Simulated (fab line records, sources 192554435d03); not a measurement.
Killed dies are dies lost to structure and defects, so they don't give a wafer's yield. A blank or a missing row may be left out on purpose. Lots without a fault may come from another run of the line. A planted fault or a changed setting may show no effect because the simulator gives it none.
Which tool did it? | flow n5_finfet | 7 lots, 20 wafers sampled, at 4 steps of a route of 1938

WHAT THE GAUGES READ, wafer by wafer
N5_HKMG_FIN_CD_MEAS_12: target cd 92.8 nm.
lot  | measured    | on        | cd_nm (nm)
L517 | day 4 18:20 | cd_sem-02 | 92.4 93.8 93.0
L519 | day 5 05:52 | cd_sem-03 | 92.2 92.8 92.8
L521 | day 5 18:00 | cd_sem-03 | 93.4 93.3 94.4
L524 | day 6 10:17 | cd_sem-03 | 93.4 92.8 93.1
L527 | day 7 06:38 | cd_sem-01 | 92.4 92.9 92.6
L531 | day 8 04:48 | cd_sem-02 | 93.4 93.7 94.3
L534 | day 9 00:16 | cd_sem-03 | 93.2 70.5

WHICH TOOL RAN EACH LOT (tool, then ch and the chambers of the sampled wafers, then the start)
lot  | N5_HKMG_FIN_ETCH_58               | N5_HKMG_FIN_ALD_36                 | N5_HKMG_FIN_EXPOSE_09
L517 | rie_diel-04 ch 0,2,3, day 4 15:22 | ald_metal-01 ch 0,1,3, day 4 17:18 | arfi_scanner-02 ch 0, day 4 18:12
L519 | rie_diel-05 ch 2,3, day 5 02:52   | ald_metal-01 ch 0,2, day 5 04:42   | arfi_scanner-01 ch 0, day 5 05:44
L521 | rie_diel-03 ch 1,2, day 5 15:00   | ald_metal-01 ch 0,3, day 5 16:58   | arfi_scanner-02 ch 0, day 5 17:53
L524 | rie_diel-03 ch 0,1,3, day 6 07:17 | ald_metal-03 ch 0,2, day 6 09:07   | arfi_scanner-03 ch 0, day 6 10:10
L527 | rie_diel-04 ch 1,2,3, day 7 03:45 | ald_metal-03 ch 0,1, day 7 05:37   | arfi_scanner-03 ch 0, day 7 06:31
L531 | rie_diel-05 ch 0,1, day 8 01:56   | ald_metal-03 ch 0,1,2, day 8 03:46 | arfi_scanner-01 ch 0, day 8 04:41
L534 | rie_diel-05 ch 0,1, day 8 21:24   | ald_metal-01 ch 0,3, day 8 23:14   | arfi_scanner-03 ch 0, day 9 00:08
- N5_HKMG_FIN_ETCH_58: etches SOC in N2/H2, target depth 215.8 nm, time 741 s.
- N5_HKMG_FIN_ALD_36: deposits TiN, target thk 1 nm, pulse time 1 s, purge time 3 s.
- N5_HKMG_FIN_EXPOSE_09: exposes mask NWFM.

THE ANSWER, worked out from the rows above alone
Rule: what is usual is taken from the lots themselves. Put in order of their means at a reading, lots are off if they are a third of the lots or fewer, leave a main group of 4 or more, and stand apart from it by a gap of 3 or more times the standard deviation of the main group's means; of several such gaps the widest counts. A main group whose means are all the same, to the digits that the tables above print for the reading, isn't used. A lot without any number at a reading at which 4 lots or more have one is off too. The other lots that the step has rows for count as sound.
Off: L534, at N5_HKMG_FIN_CD_MEAS_12 (cd_nm). The main group: mean 93.2 nm, standard deviation 0.47.
A tool fits if, at a process step before that reading, it ran every lot that is off, and no sound lot after the first of them. The gauges at N5_HKMG_FIN_CD_MEAS_12 are tried like those tools. Can't be told from this: 4 tools fit, rie_diel-05 at N5_HKMG_FIN_ETCH_58, ald_metal-01 at N5_HKMG_FIN_ALD_36, arfi_scanner-03 at N5_HKMG_FIN_EXPOSE_09, cd_sem-03 at N5_HKMG_FIN_CD_MEAS_12.

WHAT THE SIMULATOR HAD PUT IN
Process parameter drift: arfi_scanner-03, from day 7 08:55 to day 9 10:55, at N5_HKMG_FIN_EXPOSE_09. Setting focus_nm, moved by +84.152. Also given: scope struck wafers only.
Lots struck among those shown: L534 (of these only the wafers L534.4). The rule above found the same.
